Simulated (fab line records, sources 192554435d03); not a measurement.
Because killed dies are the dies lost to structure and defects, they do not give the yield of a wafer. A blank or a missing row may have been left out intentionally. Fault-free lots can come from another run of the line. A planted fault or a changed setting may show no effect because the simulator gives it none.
fab line records	flow n5Finfet
record: lots: 9	wafers: 24	lastDay: 17
route steps=1938 shown BEOL_M4@1061 PASSIVATION@1936
lots that met no fault: taken from a fault-free run of the same line
startH: hours from the record's opening day to when the first of the lot's shown wafers began	waitH: hours elapsed since this lot's preceding step	" identical to the entry in the row above	L1.1+2: a single row standing in for several wafers	- either no value or no given start	* or withheld: withheld	< > ~ a bound
route shown NAME@n: NAME is a module with steps in the file, n the number in the route of the first one	usual: mean/standard deviation taken from wafers without a fault	same: alike in all rows	chamber/n: place in a boat	sites: each site's reading	_std_site: standard deviation of those values	_edge_site: mean of outer sites minus mean of inner sites	radiusMm: for every site, how far away it sits from the centre of the wafer	mask NAME#n: copy n	behind: tool/chamber where the wafer was last shaped	hold: cause of the lot's hold/its duration in hours/its outcome	device: the transistor (n, p or np) that didn't switch	end of line: tests of these same wafers at the route's end	a step given without rows: its recipe and nothing more	killed: dies lost to structure and defects at the first sort, not the wafer's yield	map: a wafer's dies, x killed, . not, _ none there
set.NAME: the run value of the setting; set.NAME@STEP: its run value at that earlier step	model.NAME: the simulator's own value behind a step, which no gauge read
steps of the route over a sample of lots; a table a step, a row a wafer
services: the hour from which a tool's chamber was out of use, counted from the record's first day as startH (under 0 if before that day), plus the number of hours and why
== steps ==
step: N5_BEOL_M4_ETCH_69
recipe: chemistry: CF4	target: SiARC	targetDepthA: 156	maskMaterial: CAR-EUV	timeS: 26	ionEnergyEv: 80	pressureMtorr: 40	sourceW: 545	biasW: 36	Ar_flow_sccm: 100	cf4FlowSccm: 100	ends: cleared
usual: biasW: 35.98/0.1	chamberPressureMTorr: 40.00/0.037	drypumpMotorCurrentA: 5.5/0.48	etchRfOnTimeS: 26.0/0.38	oesProductAu: 0.70/0.077	rfVppV: 183.9/1.2	showerheadPlenumPTorr: 2.13/0.075	throttleValvePct: 15.5/0.3
lot.wafer	tool	chamber	startH	waitH	biasW	chamberPressureMTorr	drypumpMotorCurrentA	etchRfOnTimeS	oesProductAu	rfHoursCounterH	rfVppV	showerheadPlenumPTorr	throttleValvePct
L595.1	rieDiel-02	2	159.18	0.0	35.86	40.02	5.1	26.1	0.73	52	182.7	2.08	15.4
L595.4	"	1	"	"	36.20	40.02	6.4	27.2	0.58	247	182.4	2.11	15.5
L595.6	"	2	"	"	35.88	39.98	5.1	26.0	0.72	-	183.4	2.08	15.4
L601.3	rieDiel-03	2	203.36	0.0	36.07	39.98	5.9	26.4	0.60	232	185.1	2.10	15.7
L601.5	"	2	"	"	35.94	39.97	5.8	26.3	0.59	-	182.9	2.10	15.7
L601.6	"	3	"	"	36.07	39.98	5.2	26.4	0.63	-	184.9	2.24	15.8
L602.2	rieDiel-04	0	208.74	0.0	35.97	40.07	5.0	25.4	0.85	0	184.6	2.10	15.4
L602.3	"	1	"	"	35.91	40.04	6.0	26.2	0.61	211	184.6	2.20	16.0
L606.1	rieDiel-02	3	227.59	0.0	36.09	39.99	5.3	25.7	0.75	48	186.9	2.25	15.4
L606.2	"	0	"	"	35.87	39.99	5.1	26.5	0.59	237	183.5	2.03	16.2
L606.4	"	1	"	"	36.00	40.00	6.4	25.8	0.79	16	184.4	2.10	15.0
L605.4	rieDiel-02	3	230.21	0.0	36.09	40.06	5.3	25.7	0.75	49	185.9	2.25	15.3
L605.6	"	2	"	"	36.07	40.03	5.1	26.0	0.69	-	183.5	2.07	15.4
L607.1	rieDiel-02	0	237.83	0.0	36.00	39.97	5.1	26.2	0.59	240	182.1	2.03	16.2
L607.3	"	2	"	"	36.01	40.03	5.1	26.2	0.69	82	182.4	2.07	15.4
L610.1	rieDiel-02	1	254.85	0.0	36.16	39.95	6.4	25.9	0.78	25	183.5	2.10	15.1
L610.2	"	0	"	"	36.09	39.99	5.1	25.9	0.59	246	182.5	2.03	16.2
L610.3	"	2	"	"	36.06	40.05	5.1	25.7	0.69	87	183.6	2.07	15.5
L615.2	rieDiel-02	3	292.86	0.0	35.82	40.01	5.3	25.5	0.73	69	184.6	2.25	15.4
L615.3	"	0	"	"	36.04	40.01	5.1	25.4	0.83	2	186.4	2.28	15.7
L615.6	"	2	"	"	36.01	39.99	5.1	25.7	0.68	-	182.5	2.06	15.5
L616.1	rieDiel-02	3	296.39	0.0	35.91	39.95	5.3	25.5	0.73	70	185.5	2.25	15.4
L616.4	"	2	"	"	35.98	40.04	5.2	25.8	0.67	104	182.5	2.06	15.5
L616.6	"	1	"	"	35.97	39.97	6.4	25.8	0.75	-	182.7	2.09	15.1
step: N5_BEOL_M4_TRENCH_ETCH_37
recipe: chemistry: C4F6/O2	targetDepthA: 555.55	target: SiOC	timeS: 29.2	ionEnergyEv: 250	pressureMtorr: 30	sourceW: 355	biasW: 185	Ar_flow_sccm: 300	C4F6_flow_sccm: 10	O2_flow_sccm: 10
usual: C4F6_flow_sccm: 9.997/0.03	biasW: 185.1/0.56	chamberPressureMTorr: 29.996/0.027	drypumpMotorCurrentA: 5.5/0.5	oesProductAu: 0.82/0.092	rfVppV: 673/12	showerheadPlenumPTorr: 2.82/0.093	throttleValvePct: 20.8/0.34
lot.wafer	tool	chamber	startH	waitH	C4F6_flow_sccm	biasW	chamberPressureMTorr	drypumpMotorCurrentA	oesProductAu	rfHoursCounterH	rfVppV	showerheadPlenumPTorr	throttleValvePct
L595.1	rieDiel-02	2	-	-	10.005	184.1	29.998	5.1	0.86	52	657	2.77	20.7
L595.4	"	0	"	"	9.951	185.4	30.006	5.1	0.71	211	665	2.72	21.4
L595.6	"	0	"	"	9.978	185.0	29.983	5.1	0.71	-	665	2.72	21.4
L601.3	rieDiel-03	0	-	-	9.958	184.9	30.010	6.1	0.89	32	686	2.78	21.1
L601.5	"	1	"	"	9.931	184.8	29.996	5.3	0.81	-	683	2.76	20.5
L601.6	"	2	"	"	10.009	186.0	30.007	5.9	0.70	-	698	2.80	20.8
L602.2	rieDiel-04	1	-	-	9.996	186.0	29.989	6.0	0.71	212	685	2.94	21.3
L602.3	"	2	"	"	10.020	185.8	29.979	5.1	0.91	22	666	2.79	20.6
L606.1	rieDiel-03	0	-	-	9.957	185.1	29.993	6.1	0.86	43	684	2.78	21.1
L606.2	"	2	"	"	9.991	184.1	29.979	5.9	0.69	244	698	2.79	20.9
L606.4	"	1	"	"	10.019	184.7	30.038	5.3	0.80	93	683	2.75	20.6
L605.4	rieDiel-02	0	-	-	9.999	184.8	29.939	5.1	0.69	240	663	2.70	21.4
L605.6	"	1	"	"	10.045	184.6	29.944	6.4	0.93	-	665	2.78	20.2
L607.1	rieDiel-02	3	-	-	10.014	184.7	29.969	5.3	0.88	52	681	3.01	20.7
L607.3	"	2	"	"	9.966	184.4	29.995	5.2	0.82	82	658	2.76	20.7
L610.1	rieDiel-04	2	-	-	9.989	185.2	29.957	5.1	0.88	42	664	2.78	20.7
L610.2	"	3	"	"	9.994	185.3	30.001	6.1	0.85	31	667	2.77	20.5
L610.3	"	1	"	"	9.966	184.9	29.996	6.0	0.70	232	683	2.93	21.3
L615.2	rieDiel-02	0	-	-	9.981	185.9	30.007	5.1	0.95	2	676	3.04	21.0
L615.3	"	3	"	"	10.016	184.0	29.991	5.3	0.85	70	681	3.00	20.7
L615.6	"	2	"	"	10.006	184.3	30.036	5.1	0.79	-	657	2.75	20.7
L616.1	rieDiel-04	2	-	-	10.044	184.8	29.997	5.1	0.86	58	663	2.77	20.7
L616.4	"	3	"	"	9.982	184.4	29.979	6.2	0.84	47	667	2.77	20.5
L616.6	"	1	"	"	9.982	184.8	29.984	6.0	0.70	-	682	2.92	21.3
step: N5_BEOL_M4_ANNEAL_49
recipe: tempC: 400	timeS: 240	ambient: vacuum
usual: heaterPowerW: 814/110	susceptorTempC: 399.98/0.21
lot.wafer	tool	chamber	startH	waitH	heaterPowerW	susceptorTempC
L595.1	pvdSputter-02	-	163.40	0.0	914	400.06
L595.4	"	-	"	"	699	400.15
L595.6	"	-	"	"	916	399.88
L601.3	pvdSputter-03	-	206.07	0.0	865	400.02
L601.5	"	-	"	"	906	400.03
L601.6	"	-	"	"	732	400.08
L602.2	pvdSputter-01	-	212.83	0.0	758	399.75
L602.3	"	-	"	"	784	400.22
L606.1	pvdSputter-02	-	233.95	0.0	698	399.86
L606.2	"	-	"	"	920	400.09
L606.4	"	-	"	"	921	399.99
L605.4	pvdSputter-02	-	237.13	0.0	877	400.15
L605.6	"	-	"	"	688	399.98
L607.1	pvdSputter-01	-	241.37	0.0	762	399.51
L607.3	"	-	"	"	671	399.83
L610.1	pvdSputter-02	-	260.92	0.0	917	399.92
L610.2	"	-	"	"	689	399.79
L610.3	"	-	"	"	926	400.16
L615.2	pvdSputter-02	-	297.58	0.0	867	400.11
L615.3	"	-	"	"	938	400.05
L615.6	"	-	"	"	929	400.07
L616.1	pvdSputter-02	-	300.56	0.0	903	400.02
L616.4	"	-	"	"	894	399.62
L616.6	"	-	"	"	935	399.95
step: N5_BEOL_M4_ANNEAL_87
recipe: tempC: 400	timeS: 240	ambient: vacuum
usual: heaterPowerW: 813/110	susceptorTempC: 400.02/0.22
lot.wafer	tool	chamber	startH	waitH	heaterPowerW	susceptorTempC
L595.1	pvdSputter-02	-	164.06	0.0	893	399.68
L595.4	"	-	"	"	699	399.84
L595.6	"	-	"	"	909	399.99
L601.3	pvdSputter-03	-	206.73	0.0	910	400.01
L601.5	"	-	"	"	906	399.64
L601.6	"	-	"	"	710	400.11
L602.2	pvdSputter-01	-	213.49	0.0	755	399.97
L602.3	"	-	"	"	772	400.47
L606.1	pvdSputter-02	-	234.61	0.0	684	399.92
L606.2	"	-	"	"	931	399.77
L606.4	"	-	"	"	938	400.36
L605.4	pvdSputter-02	-	237.79	0.0	875	400.38
L605.6	"	-	"	"	693	399.99
L607.1	pvdSputter-01	-	242.03	0.0	744	399.78
L607.3	"	-	"	"	664	399.77
L610.1	pvdSputter-02	-	261.58	0.0	927	400.24
L610.2	"	-	"	"	685	400.35
L610.3	"	-	"	"	922	400.31
L615.2	pvdSputter-02	-	298.24	0.0	-	-
L615.3	"	-	"	"	-	-
L615.6	"	-	"	"	-	-
L616.1	pvdSputter-02	-	301.22	0.0	-	-
L616.4	"	-	"	"	-	-
L616.6	"	-	"	"	-	-
step: N5_BEOL_M4_RC_MEAS_101
usual: DIBL_N: 35.8/1.5	DIBL_P: 35.9/1.8	IOFF_N: 0.152/0.025	IOFF_P: 0.21/0.031	ION_N: 672/11	ION_P: 462/7.4	SS_N: 71.5/0.52	SS_P: 73.2/0.54	VT_N: 250/3	VT_P: -250/3.3
lot.wafer	tool	chamber	startH	waitH	DIBL_N[mV/V]	DIBL_P[mV/V]	IOFF_N[nA/um]	IOFF_P[nA/um]	ION_N[uA/um]	ION_P[uA/um]	SS_N[mV/dec]	SS_P[mV/dec]	VT_N[mV]	VT_P[mV]
L595.1	prober-01	0	166.18	0.0	35.7	36.5	0.146	0.19	670	454	72.9	72.9	251	-253
L595.4	"	0	"	"	38.0	38.4	0.192	0.21	672	457	73.0	73.7	250	-249
L595.6	"	0	"	"	37.1	37.1	0.176	0.20	682	455	72.7	73.0	251	-249
L601.3	prober-02	0	209.16	0.3	37.0	36.6	0.143	0.19	670	459	71.6	73.8	252	-255
L601.5	"	0	"	"	37.5	37.7	0.146	0.19	665	453	71.9	74.1	254	-255
L601.6	"	0	"	"	35.0	33.7	0.112	0.14	661	450	71.4	72.9	256	-259
L602.2	prober-02	0	215.76	0.2	34.6	34.5	0.115	0.15	652	449	71.6	72.3	256	-255
L602.3	"	0	"	"	36.3	36.1	0.146	0.18	669	463	71.1	72.7	252	-253
L606.1	prober-01	0	236.76	0.0	37.1	37.8	0.177	0.23	667	458	71.3	74.7	248	-248
L606.2	"	0	"	"	34.2	34.8	0.128	0.18	677	467	71.8	73.7	252	-250
L606.4	"	0	"	"	35.5	36.5	0.145	0.20	672	459	71.3	74.1	251	-253
L605.4	prober-02	0	240.38	0.5	36.5	35.2	0.167	0.21	681	466	72.1	72.9	251	-246
L605.6	"	0	"	"	35.9	34.6	0.151	0.20	670	462	70.9	73.4	250	-248
L607.1	prober-02	0	244.23	0.0	34.0	33.2	0.117	0.17	659	461	71.1	73.0	251	-252
L607.3	"	0	"	"	33.8	33.3	0.122	0.18	655	455	70.5	72.8	252	-252
L610.1	prober-01	0	263.71	0.0	37.7	38.6	0.218	0.29	700	484	72.0	74.3	244	-243
L610.2	"	0	"	"	36.0	35.8	0.172	0.23	676	465	71.6	72.8	245	-248
L610.3	"	0	"	"	36.5	38.0	0.196	0.28	706	489	72.4	73.7	245	-243
L615.2	prober-02	0	300.52	0.2	33.7	34.6	0.135	0.20	662	465	71.3	72.6	251	-249
L615.3	"	0	"	"	33.9	34.2	0.133	0.19	664	455	71.8	73.0	253	-251
L615.6	"	0	"	"	34.5	34.7	0.145	0.20	653	455	71.4	73.2	254	-252
L616.1	prober-01	0	303.34	0.0	36.0	35.4	0.146	0.22	676	467	71.5	73.1	251	-249
L616.4	"	0	"	"	35.9	35.9	0.154	0.23	678	466	71.8	73.0	246	-248
L616.6	"	0	"	"	35.4	35.1	0.144	0.21	693	468	71.3	72.4	251	-248
step: N5_PASSIVATION_PROBE_49
usual: defectLimitedYield: 91.7/1.7	killed_at_M0_to_M3: 34/10	killed_at_M4_up: 13/5.1	killedAtContacts: 12/6.2	killedAtFrontEnd: 36/12	killedAtOther: 3.2/2.6	killedDies: 98/20	killedOpen: 65/13	killedShort: 32/8.4	sort_bin_5_function: 4.8/1.1	sort_bin_6_memory: 3.2/0.74	sort_bin_8_speed: 0.00/0.012	sortNPass: 1082/20	sortYieldPct: 91.7/1.7
same: grossDies: 1180	killedAtBackSide: 0	sort_bin_4_leakage[%]: 0
lot.wafer	tool	chamber	startH	waitH	defectLimitedYield[%]	killed_at_M0_to_M3	killed_at_M4_up	killedAtContacts	killedAtFrontEnd	killedAtOther	killedDies	killedOpen	killedShort	sort_bin_5_function[%]	sort_bin_6_memory[%]	sort_bin_8_speed[%]	sortNPass	sortYieldPct[%]
L610.1	prober-02	-	368.40	0.0	91.5	40	14	7	39	0	100	67	32	4.6	3.5	0	1080	91.5
L610.2	prober-02	-	368.45	0.1	90.9	43	17	8	39	0	107	65	40	4.7	3.9	0	1073	90.9
L610.3	prober-02	-	368.50	0.1	88.5	62	10	19	41	4	136	92	44	7.3	3.8	0	1044	88.5
killed by level:class
L610.1 BEOL_M0_SAQP:geometricParticle:open=18 FIN_SAQP:geometricParticle:open=10 BEOL_M3:geometricParticle:open=9 MOL_CONTACT_COAG:geometricParticle:open=7 BEOL_M4:geometricParticle:open=6 FIN_SAQP:geometricParticle:short=5 STI_FIN_REVEAL:geometricParticle:open=5 DUMMY_GATE:geometricParticle:short=5
L610.2 STI_FIN_REVEAL:geometricParticle:open=16 BEOL_M0_SAQP:geometricParticle:short=12 BEOL_M4:geometricParticle:open=11 FIN_SAQP:geometricParticle:short=10 BEOL_M0_SAQP:geometricParticle:open=8 BEOL_M1:geometricParticle:open=7 MOL_CONTACT_COAG:geometricParticle:open=6 BEOL_M3:geometricParticle:open=6
L610.3 BEOL_M0_SAQP:geometricParticle:open=17 BEOL_M0_SAQP:geometricParticle:short=15 MOL_CONTACT_COAG:geometricParticle:open=15 BEOL_M3:geometricParticle:open=14 STI_FIN_REVEAL:geometricParticle:open=13 FIN_SAQP:geometricParticle:open=7 FIN_SAQP:geometricParticle:short=6 GATE_CUT:geometricParticle:short=6
== services ==
tool	chamber	startH	hours	kind
rieDiel-04	2	139.87	-	clean
rieDiel-04	2	139.87	-	consumableReplace:focusRing
rieDiel-04	2	139.87	23.9	scheduledDown
rieDiel-04	2	139.87	23.9	ventCycle
rieDiel-04	3	163.89	-	clean
rieDiel-04	3	163.89	-	consumableReplace:focusRing
rieDiel-04	3	163.89	13.6	scheduledDown
rieDiel-04	3	163.89	13.6	ventCycle
rieDiel-02	1	166.72	-	clean
rieDiel-02	1	166.72	-	consumableReplace:focusRing
rieDiel-02	1	166.72	15.5	scheduledDown
rieDiel-02	1	166.72	15.5	ventCycle
rieDiel-04	0	177.63	-	clean
rieDiel-04	0	177.63	-	consumableReplace:focusRing
rieDiel-03	1	204.96	8.0	repair
rieDiel-03	0	222.41	3.9	repair
rieDiel-04	0	244.97	22.3	repair
pvdSputter-01	-	260.51	3.0	repair
rieDiel-02	0	267.08	-	clean
rieDiel-02	0	267.08	-	consumableReplace:focusRing
rieDiel-02	0	267.08	-	consumableReplace:showerhead
rieDiel-02	0	267.08	22.5	scheduledDown
rieDiel-02	0	267.08	22.5	ventCycle
rieDiel-02	3	277.74	6.1	repair
== key ==
firstSign: step: N5_BEOL_M4_ANNEAL_87	reading: toolRecord	direction: missing
effect none on later readings
metAt N5_BEOL_M4_ANNEAL_87
struckLots L615,L616
notActingAt N5_BEOL_M4_ETCH_69,N5_BEOL_M4_TRENCH_ETCH_37,N5_BEOL_M4_ANNEAL_49
onsetBetween 261.58 298.24
fault: kind: skippedStepWhole	tool: pvdSputter-02	chamber: -	onsetH: 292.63	steps: N5_BEOL_M4_ANNEAL_87	scope: struckLotsOnly
